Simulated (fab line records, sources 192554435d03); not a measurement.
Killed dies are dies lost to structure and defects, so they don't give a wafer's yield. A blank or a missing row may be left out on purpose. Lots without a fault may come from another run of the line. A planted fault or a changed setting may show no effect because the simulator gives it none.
Which tool did it? | flow n5_finfet | 9 lots, 26 wafers sampled, at 5 steps of a route of 1938

WHAT THE GAUGES READ, wafer by wafer
N5_BEOL_M4_RC_MEAS_101.
lot  | measured     | on        | VT_N_LONG (mV)
L926 | day 9 19:38  | prober-02 | 280.3 277.6 276.5
L925 | day 9 11:50  | prober-02 | 274.4 275.2 274.9
L929 | day 10 15:32 | prober-02 | 279.0 277.1 277.3
L932 | day 11 03:49 | prober-01 | 276.1 276.2 356.4
L933 | day 11 11:40 | prober-02 | 274.3 359.3 272.9
L936 | day 12 12:07 | prober-02 | 356.1 356.4
L942 | day 14 01:19 | prober-02 | 276.4 277.4 277.6
L943 | day 14 04:28 | prober-02 | 276.4 275.5 275.0
L944 | day 15 00:24 | prober-02 | 273.3 273.2 275.6

WHICH TOOL RAN EACH LOT (tool, then ch and the chambers of the sampled wafers, then the start)
lot  | N5_HKMG_FIN_NWFM_ALD_20             | N5_HKMG_FIN_ETCHBACK_68           | N5_HKMG_FIN_STRIP_69                 | N5_HKMG_FIN_ALD_72
L926 | ald_metal-04 ch 0,2, day 5 11:16    | rie_metal-02 ch 0, day 5 11:55    | plasma_asher-01 ch 0,1, day 5 12:04  | cvd_w-01 ch 0, day 5 12:49
L925 | ald_metal-04 ch 0,2,3, day 5 13:20  | rie_metal-01 ch 0,1, day 5 14:00  | plasma_asher-02 ch 0,1, day 5 14:08  | cvd_w-02 ch 0, day 5 15:26
L929 | ald_metal-04 ch 0,1,3, day 6 12:51  | rie_metal-01 ch 0,1, day 6 13:43  | plasma_asher-02 ch 0,1, day 6 13:52  | cvd_w-01 ch 0,1, day 6 14:39
L932 | ald_metal-04 ch 2,3, day 7 03:02    | rie_metal-02 ch 0,1, day 7 03:44  | plasma_asher-02 ch 0,1, day 7 03:58  | cvd_w-02 ch 0,1, day 7 04:37
L933 | ald_metal-04 ch 0,1,3, day 7 11:29  | rie_metal-01 ch 0,1, day 7 12:17  | plasma_asher-01 ch 0,1, day 7 12:30  | cvd_w-01 ch 0,1, day 7 13:09
L936 | ald_metal-04 ch 1,3, day 8 03:16    | rie_metal-02 ch 0, day 8 04:01    | plasma_asher-01 ch 0,1, day 8 04:10  | cvd_w-01 ch 0,1, day 8 04:55
L942 | ald_metal-03 ch 0,2,3, day 9 15:43  | rie_metal-02 ch 0,1, day 9 16:34  | plasma_asher-01 ch 0,1, day 9 16:42  | cvd_w-01 ch 1, day 9 17:26
L943 | ald_metal-02 ch 0,1,2, day 9 19:30  | rie_metal-01 ch 0,1, day 9 20:09  | plasma_asher-02 ch 0,1, day 9 20:17  | cvd_w-02 ch 0,1, day 9 21:02
L944 | ald_metal-03 ch 0,1,3, day 10 01:52 | rie_metal-02 ch 0,1, day 10 02:32 | plasma_asher-01 ch 0,1, day 10 02:40 | cvd_w-02 ch 0,1, day 10 03:25
- N5_HKMG_FIN_NWFM_ALD_20: deposits TiAlC, target thk 2 nm, pulse time 3 s, purge time 2 s.
- N5_HKMG_FIN_ETCHBACK_68: etches the open film in Cl2/Ar, stops on HfO2, target depth 0.5 nm.
- N5_HKMG_FIN_STRIP_69: strips in N2/H2, time 360 s.
- N5_HKMG_FIN_ALD_72: deposits W, target thk 2 nm, pulse time 1 s, purge time 2 s.

THE ANSWER, worked out from the rows above alone
Rule: what is usual is taken from the lots themselves. Put in order of their means at a reading, lots are off if they are a third of the lots or fewer, leave a main group of 4 or more, and stand apart from it by a gap of 3 or more times the standard deviation of the main group's means; of several such gaps the widest counts. A main group whose means are all the same, to the digits that the tables above print for the reading, isn't used. A lot without any number at a reading at which 4 lots or more have one is off too. The other lots that the step has rows for count as sound.
Off: L932, L933, L936, at N5_BEOL_M4_RC_MEAS_101 (VT_N_LONG). The main group: mean 276.3 mV, standard deviation 1.5.
A tool fits if, at a process step before that reading, it ran every lot that is off, and no sound lot after the first of them. The gauges at N5_BEOL_M4_RC_MEAS_101 are tried like those tools. One fits: ald_metal-04 at N5_HKMG_FIN_NWFM_ALD_20. Its last sound lot is L929 (day 6 12:51), its first lot that is off L932 (day 7 03:02): a fault that began between those two fits.

WHAT THE SIMULATOR HAD PUT IN
Process parameter drift: ald_metal-04, from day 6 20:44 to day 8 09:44, at N5_HKMG_FIN_NWFM_ALD_20. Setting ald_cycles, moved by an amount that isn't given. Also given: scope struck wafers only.
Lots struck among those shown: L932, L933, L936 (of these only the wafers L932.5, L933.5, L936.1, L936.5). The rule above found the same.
